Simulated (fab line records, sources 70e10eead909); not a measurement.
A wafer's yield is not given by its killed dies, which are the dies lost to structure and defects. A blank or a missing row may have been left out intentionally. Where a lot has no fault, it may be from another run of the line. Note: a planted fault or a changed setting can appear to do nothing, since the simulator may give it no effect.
Matching of chambers	flow nand harc	NHARC_A_STAIRCASE_ETCH_313 on rie diel-04 has 4 sister chambers
The step etches the open film in CF4/CHF3. 4 wafers are shown with their chamber, then 8 later ones without.

== EACH WAFER AND ITS CHAMBER ==
wafer	chamber	showerhead plenum p Torr (Torr)
L077.6	3	1.66
L085.4	2	1.69
L086.5	0	1.54
L091.1	1	1.68

== WAFERS WHOSE CHAMBER IS MISSING ==
wafer	showerhead plenum p Torr (Torr)
L091.4	1.53
L091.6	1.68
L090.2	1.68
L090.3	1.65
L090.6	1.65
L094.4	1.68
L094.5	1.68
L094.6	1.68

== EACH ONE'S CHAMBER ==
wafer	from the rows above	in truth
L091.4	0	0
L091.6	can't be placed: 1 or 2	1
L090.2	can't be placed: 1 or 2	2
L090.3	3	3
L090.6	3	3
L094.4	can't be placed: 1 or 2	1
L094.5	can't be placed: 1 or 2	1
L094.6	can't be placed: 1 or 2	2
3 of 8 placed correctly. Cannot be placed on the basis of these rows: 5; the candidates contain the true chamber in 5. Placed wrongly: 0.
How it was worked out, from the rows above alone: a wafer's distance from a chamber is the root of the sum, over the readings, of the square of ((its reading less the chamber's mean) divided by the reading's scatter). If the next closest chamber is less than 2 further off than the closest, the wafer can't be placed; otherwise it belongs to the closest. Each chamber's mean is taken over the wafers shown for it. The scatter (one wafer shown for each chamber): square how far every hidden wafer sits from the nearest shown wafer, average those squares and take the square root.
